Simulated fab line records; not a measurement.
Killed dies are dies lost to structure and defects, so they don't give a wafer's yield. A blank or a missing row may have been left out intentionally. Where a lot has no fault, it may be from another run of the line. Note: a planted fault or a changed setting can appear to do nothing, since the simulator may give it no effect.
Which of the tools did it? / flow n5Finfet / Sampling: 10 lots, 30 wafers, 6 of 1938 route steps

== WHAT THE GAUGES SHOWED, per wafer ==
N5_BEOL_M4_RC_MEAS_101. Usual: DIBL_N 36.5 mV/V, standard deviation 2; DIBL_P 36.5 mV/V, standard deviation 2.3; IOFF_N 0.16 nA/um, standard deviation 0.036; IOFF_P 0.21 nA/um, standard deviation 0.037; ION_N 672 uA/um, standard deviation 12; ION_P 459 uA/um, standard deviation 7.1; SS_N 71.6 mV/dec, standard deviation 0.73; SS_P 73.4 mV/dec, standard deviation 0.76; VT_N 250 mV, standard deviation 3.3; VT_P -250.5 mV, standard deviation 2.9.
lot=L582; measured=day 8 18:32; on=prober-01; DIBL_N (mV/V)=36.6 36.1 38.4; DIBL_P (mV/V)=33.7 33.6 36.9; IOFF_N (nA/um)=0.13 0.13 0.17; IOFF_P (nA/um)=0.17 0.18 0.22; ION_N (uA/um)=661 668 687; ION_P (uA/um)=458 455 471; SS_N (mV/dec)=71.9 70.7 72.0; SS_P (mV/dec)=72.1 72.0 73.1; VT_N (mV)=251 251 245; VT_P (mV)=-253.6 -250.0 -247.1; flag=
lot=L583; measured=day 8 21:33; on=prober-02; DIBL_N (mV/V)=36.7 34.8 35.7; DIBL_P (mV/V)=36.7 35.0 36.1; IOFF_N (nA/um)=0.18 0.14 0.16; IOFF_P (nA/um)=0.21 0.19 0.20; ION_N (uA/um)=680 679 670; ION_P (uA/um)=458 463 464; SS_N (mV/dec)=71.9 71.4 71.3; SS_P (mV/dec)=73.9 73.4 73.5; VT_N (mV)=246 251 249; VT_P (mV)=-251.4 -252.9 -251.7; flag=
lot=L585; measured=day 9 02:56; on=prober-01; DIBL_N (mV/V)=32.9 36.0 31.2; DIBL_P (mV/V)=33.3 36.4 31.0; IOFF_N (nA/um)=0.11 0.15 0.10; IOFF_P (nA/um)=0.17 0.21 0.14; ION_N (uA/um)=671 682 672; ION_P (uA/um)=465 468 465; SS_N (mV/dec)=70.6 70.7 69.7; SS_P (mV/dec)=72.2 73.5 72.0; VT_N (mV)=253 249 257; VT_P (mV)=-255.8 -247.8 -254.7; flag=
lot=L586; measured=day 9 09:58; on=prober-02; DIBL_N (mV/V)=37.3 36.1 35.4; DIBL_P (mV/V)=35.9 35.1 33.9; IOFF_N (nA/um)=0.20 0.18 0.17; IOFF_P (nA/um)=0.24 0.24 0.21; ION_N (uA/um)=665 679 689; ION_P (uA/um)=450 467 470; SS_N (mV/dec)=71.8 71.3 71.3; SS_P (mV/dec)=73.2 73.1 73.8; VT_N (mV)=244 249 246; VT_P (mV)=-250.3 -250.9 -248.8; flag=
lot=L594; measured=day 11 17:46; on=prober-02; DIBL_N (mV/V)=38.6 36.4 38.8; DIBL_P (mV/V)=38.0 35.2 38.0; IOFF_N (nA/um)=0.19 0.14 0.18; IOFF_P (nA/um)=0.24 0.18 0.23; ION_N (uA/um)=666 649 664; ION_P (uA/um)=449 452 457; SS_N (mV/dec)=72.4 72.4 72.6; SS_P (mV/dec)=73.0 72.6 73.2; VT_N (mV)=248 254 253; VT_P (mV)=-249.1 -252.1 -249.6; flag=
lot=L593; measured=day 11 19:24; on=prober-01; DIBL_N (mV/V)=36.3 37.4 37.3; DIBL_P (mV/V)=36.2 36.3 38.8; IOFF_N (nA/um)=0.16 0.19 0.20; IOFF_P (nA/um)=0.20 0.21 0.25; ION_N (uA/um)=663 652 669; ION_P (uA/um)=448 446 463; SS_N (mV/dec)=71.8 73.3 72.6; SS_P (mV/dec)=73.1 73.4 73.4; VT_N (mV)=250 250 247; VT_P (mV)=-252.3 -249.7 -246.2; flag=
lot=L595; measured=day 11 23:17; on=prober-01; DIBL_N (mV/V)=35.6 36.9 33.8; DIBL_P (mV/V)=38.7 39.1 34.8; IOFF_N (nA/um)=0.16 0.17 0.12; IOFF_P (nA/um)=0.20 0.21 0.15; ION_N (uA/um)=675 672 659; ION_P (uA/um)=459 456 451; SS_N (mV/dec)=71.5 71.8 71.3; SS_P (mV/dec)=74.3 74.2 72.7; VT_N (mV)=250 250 255; VT_P (mV)=-251.6 -252.3 -258.8; flag=
lot=L598; measured=day 12 10:17; on=prober-02; DIBL_N (mV/V)=35.3 35.1 36.7; DIBL_P (mV/V)=33.9 33.6 35.6; IOFF_N (nA/um)=0.13 0.13 0.15; IOFF_P (nA/um)=0.20 0.19 0.23; ION_N (uA/um)=667 671 679; ION_P (uA/um)=463 464 470; SS_N (mV/dec)=70.7 70.4 71.5; SS_P (mV/dec)=72.7 72.4 73.3; VT_N (mV)=253 252 249; VT_P (mV)=-247.5 -250.6 -247.3; flag=
lot=L599; measured=day 13 08:45; on=prober-02; DIBL_N (mV/V)=36.0 32.4 38.2; DIBL_P (mV/V)=36.4 33.5 40.1; IOFF_N (nA/um)=0.16 0.12 0.22; IOFF_P (nA/um)=0.20 0.16 0.26; ION_N (uA/um)=654 668 693; ION_P (uA/um)=452 463 474; SS_N (mV/dec)=72.2 70.2 72.2; SS_P (mV/dec)=73.7 72.5 73.2; VT_N (mV)=251 250 244; VT_P (mV)=-253.1 -252.6 -248.4; flag=
lot=L600; measured=day 13 10:04; on=prober-02; DIBL_N (mV/V)=36.7 38.1 38.2; DIBL_P (mV/V)=36.8 38.8 38.9; IOFF_N (nA/um)=0.15 0.17 0.17; IOFF_P (nA/um)=0.20 0.22 0.23; ION_N (uA/um)=670 671 678; ION_P (uA/um)=454 458 458; SS_N (mV/dec)=71.4 71.5 72.2; SS_P (mV/dec)=73.5 73.9 73.0; VT_N (mV)=253 248 249; VT_P (mV)=-255.1 -251.8 -251.8; flag=

N5_BEOL_M11_THK_MEAS_53: measures by xrf. Usual: M11_THK typically reads 141.1 nm, with standard deviation 3.
lot=L582; measured=day 11 17:45; on=filmMetro-02; M11_THK (nm)=137.3 137.0 142.2; flag=
lot=L583; measured=day 11 19:34; on=filmMetro-01; M11_THK (nm)=144.2 136.2 144.1; flag=
lot=L585; measured=day 12 00:36; on=filmMetro-02; M11_THK (nm)=142.1 136.7 137.4; flag=
lot=L586; measured=day 11 22:39; on=filmMetro-01; M11_THK (nm)=139.6 140.8 143.4; flag=
lot=L594; measured=day 14 21:25; on=filmMetro-01; M11_THK (nm)=144.8 141.9 144.2; flag=
lot=L593; measured=day 14 21:22; on=filmMetro-02; M11_THK (nm)=135.6 139.7 141.2; flag=
lot=L595; measured=day 15 07:41; on=filmMetro-02; M11_THK (nm)=139.3 137.9 138.9; flag=
lot=L598; measured=day 15 07:46; on=filmMetro-02; M11_THK (nm)=140.2 141.1 138.5; flag=
lot=L599; measured=day 16 10:32; on=filmMetro-02; M11_THK (nm)=143.8 146.6 139.5; flag=
lot=L600; measured=day 16 07:03; on=filmMetro-02; M11_THK (nm)=141.3 138.8 140.4; flag=

N5_BEOL_M11_INSPECT_58: inspects for defects (darkfield). Usual: rawDefectCount 73, standard deviation 23.
lot=L582; measured=day 11 17:54; on=defectInspect-02; rawDefectCount=82 132 59; flag=
lot=L583; measured=day 11 19:43; on=defectInspect-02; rawDefectCount=67 68 83; flag=
lot=L585; measured=day 12 00:46; on=defectInspect-02; rawDefectCount=95 79 122; flag=
lot=L586; measured=day 11 22:48; on=defectInspect-01; rawDefectCount=64 48 97; flag=
lot=L594; measured=day 14 21:34; on=defectInspect-01; rawDefectCount=77 42 73; flag=
lot=L593; measured=day 14 21:31; on=defectInspect-02; rawDefectCount=49 60 70; flag=
lot=L595; measured=day 15 07:50; on=defectInspect-02; rawDefectCount=59 59 46; flag=
lot=L598; measured=day 15 07:55; on=defectInspect-01; rawDefectCount=89 62 58; flag=
lot=L599; measured=day 16 10:41; on=defectInspect-01; rawDefectCount=44 57 81; flag=
lot=L600; measured=day 16 07:12; on=defectInspect-02; rawDefectCount=104 66 128; flag=

N5_BEOL_M12_CD_MEAS_10: target cd 140 nm. Usual: cdNm 138.4 nm, standard deviation 2.
lot=L582; measured=day 11 18:30; on=cdSem-03; cdNm (nm)=138.0 137.2 136.5; flag=
lot=L583; measured=day 11 20:12; on=cdSem-01; cdNm (nm)=138.2 140.5 138.9; flag=
lot=L585; measured=day 12 01:14; on=cdSem-03; cdNm (nm)=140.4 134.5 138.5; flag=
lot=L586; measured=day 11 23:16; on=cdSem-03; cdNm (nm)=139.4 140.0 143.1; flag=
lot=L594; measured=day 14 22:06; on=cdSem-02; cdNm (nm)=13.9 10.7 10.6; flag=OFF
lot=L593; measured=day 14 22:02; on=cdSem-02; cdNm (nm)=137.1 135.4 136.7; flag=
lot=L595; measured=day 15 08:26; on=cdSem-03; cdNm (nm)=21.7 19.7 21.1; flag=OFF
lot=L598; measured=day 15 08:36; on=cdSem-02; cdNm (nm)=138.0 137.5 139.2; flag=
lot=L599; measured=day 16 11:09; on=cdSem-01; cdNm (nm)=138.4 138.1 137.1; flag=
lot=L600; measured=day 16 07:47; on=cdSem-01; cdNm (nm)=139.5 135.9 138.2; flag=

== TOOL THAT RAN EACH LOT (tool first, then ch and the chambers of the sampled wafers, then the start) ==
lot=L582; N5_BEOL_M12_ILD_DEP_00=pecvd-03 ch 0,1,2, day 11 17:56; N5_BEOL_M12_PEB_08=lithoTrack-02 ch 0, day 11 18:23
lot=L583; N5_BEOL_M12_ILD_DEP_00=pecvd-02 ch 0,2, day 11 19:46; N5_BEOL_M12_PEB_08=lithoTrack-02 ch 0, day 11 20:05
lot=L585; N5_BEOL_M12_ILD_DEP_00=pecvd-03 ch 0,1,2, day 12 00:48; N5_BEOL_M12_PEB_08=lithoTrack-03 ch 0, day 12 01:07
lot=L586; N5_BEOL_M12_ILD_DEP_00=pecvd-02 ch 0,1,2, day 11 22:50; N5_BEOL_M12_PEB_08=lithoTrack-05 ch 0, day 11 23:09
lot=L594; N5_BEOL_M12_ILD_DEP_00=pecvd-03 ch 0,2, day 14 21:37; N5_BEOL_M12_PEB_08=lithoTrack-05 ch 0, day 14 21:59
lot=L593; N5_BEOL_M12_ILD_DEP_00=pecvd-02 ch 0,1, day 14 21:33; N5_BEOL_M12_PEB_08=lithoTrack-02 ch 0, day 14 21:55
lot=L595; N5_BEOL_M12_ILD_DEP_00=pecvd-02 ch 0,1, day 15 07:53; N5_BEOL_M12_PEB_08=lithoTrack-05 ch 0, day 15 08:19
lot=L598; N5_BEOL_M12_ILD_DEP_00=pecvd-03 ch 2, day 15 07:57; N5_BEOL_M12_PEB_08=lithoTrack-02 ch 0, day 15 08:29
lot=L599; N5_BEOL_M12_ILD_DEP_00=pecvd-02 ch 0,1, day 16 10:43; N5_BEOL_M12_PEB_08=lithoTrack-02 ch 0, day 16 11:02
lot=L600; N5_BEOL_M12_ILD_DEP_00=pecvd-01 ch 0,1,2, day 16 07:14; N5_BEOL_M12_PEB_08=lithoTrack-03 ch 0, day 16 07:41
- N5_BEOL_M12_ILD_DEP_00: deposits SiOC from DEMS/O2, target thk 658.92 nm, time 130.7 s.
- N5_BEOL_M12_PEB_08: peb time 90 s.

== AS READ BY THE TOOLS THEMSELVES (means over the sampled wafers that have a number; for cases with no such wafer, the mark the record gives instead) ==
N5_BEOL_M12_ILD_DEP_00. Usual: heaterPowerW 455 W, standard deviation 51; showerheadPlenumPTorr 5.694 Torr, standard deviation 0.012; throttleValvePct 12.2 %, standard deviation 0.63.
lot=L582; tool=pecvd-03; heaterPowerW (W)=485; showerheadPlenumPTorr (Torr)=5.693; throttleValvePct (%)=11.9; flag=
lot=L583; tool=pecvd-02; heaterPowerW (W)=430; showerheadPlenumPTorr (Torr)=5.695; throttleValvePct (%)=12.5; flag=
lot=L585; tool=pecvd-03; heaterPowerW (W)=496; showerheadPlenumPTorr (Torr)=5.705; throttleValvePct (%)=11.8; flag=
lot=L586; tool=pecvd-02; heaterPowerW (W)=415; showerheadPlenumPTorr (Torr)=5.686; throttleValvePct (%)=12.3; flag=
lot=L594; tool=pecvd-03; heaterPowerW (W)=465; showerheadPlenumPTorr (Torr)=5.700; throttleValvePct (%)=11.1; flag=
lot=L593; tool=pecvd-02; heaterPowerW (W)=434; showerheadPlenumPTorr (Torr)=5.697; throttleValvePct (%)=12.4; flag=
lot=L595; tool=pecvd-02; heaterPowerW (W)=460; showerheadPlenumPTorr (Torr)=5.686; throttleValvePct (%)=12.2; flag=
lot=L598; tool=pecvd-03; heaterPowerW (W)=469; showerheadPlenumPTorr (Torr)=5.695; throttleValvePct (%)=11.1; flag=
lot=L599; tool=pecvd-02; heaterPowerW (W)=416; showerheadPlenumPTorr (Torr)=5.701; throttleValvePct (%)=12.5; flag=
lot=L600; tool=pecvd-01; heaterPowerW (W)=432; showerheadPlenumPTorr (Torr)=5.691; throttleValvePct (%)=12.4; flag=

N5_BEOL_M12_PEB_08. Usual: heaterPowerTotalW 172.4 W, standard deviation 0.85; plateTempC 130.01 C, standard deviation 0.13.
lot=L582; tool=lithoTrack-02; heaterPowerTotalW (W)=173.5; plateTempC (C)=130.16; flag=
lot=L583; tool=lithoTrack-02; heaterPowerTotalW (W)=172.3; plateTempC (C)=130.05; flag=
lot=L585; tool=lithoTrack-03; heaterPowerTotalW (W)=173.0; plateTempC (C)=130.09; flag=
lot=L586; tool=lithoTrack-05; heaterPowerTotalW (W)=171.6; plateTempC (C)=130.08; flag=
lot=L594; tool=lithoTrack-05; heaterPowerTotalW (W)=142.1; plateTempC (C)=112.14; flag=OFF
lot=L593; tool=lithoTrack-02; heaterPowerTotalW (W)=172.8; plateTempC (C)=130.06; flag=
lot=L595; tool=lithoTrack-05; heaterPowerTotalW (W)=141.1; plateTempC (C)=112.29; flag=OFF
lot=L598; tool=lithoTrack-02; heaterPowerTotalW (W)=172.9; plateTempC (C)=129.95; flag=
lot=L599; tool=lithoTrack-02; heaterPowerTotalW (W)=172.4; plateTempC (C)=129.90; flag=
lot=L600; tool=lithoTrack-03; heaterPowerTotalW (W)=172.5; plateTempC (C)=130.17; flag=

== THE ANSWER, worked out from the rows above alone ==
Rule: take the mean of a lot's wafers that have a number; if it is more than 3 standard deviations from the usual mean, the lot is off. A lot without any number at a reading at which 4 lots or more have one is off too. The other lots that the step has rows for count as sound. After the gauges, taken in route order, come the tools' own readings; for these a lot's mean is taken, as printed above. The first step at which some lot is off is used, and at that step the reading that is off furthest; a lot without a number counts as furthest.
Off at N5_BEOL_M12_CD_MEAS_10 (cdNm): L594, L595.
A tool fits if, at a process step before that reading, it ran every lot that is off, and no sound lot after the first of them. The gauges at N5_BEOL_M12_CD_MEAS_10 aren't tried: what is off there is off at N5_BEOL_M12_PEB_08 too, on other tools, and a gauge's error can't cause that. One fits: N5_BEOL_M12_PEB_08 on lithoTrack-05. A fault onset in the window from L586 (day 11 23:09, its last sound lot) to L594 (day 14 21:59, its first lot off) fits.
The tool's own readings at N5_BEOL_M12_PEB_08 bear it out: on the lots that are off they differ by more than 5 times the standard deviation of the sound lots' means. heaterPowerTotalW reads 141.6 W there against 172.6 W on the sound lots; plateTempC reads 112.22 C there against 130.06 C on the sound lots.

== WHAT THE SIMULATOR HAD INSERTED ==
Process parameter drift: lithoTrack-05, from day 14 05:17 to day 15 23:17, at N5_BEOL_M12_PEB_08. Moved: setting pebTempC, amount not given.
Shown lots that were struck: L594, L595. The rule given above showed the same thing.
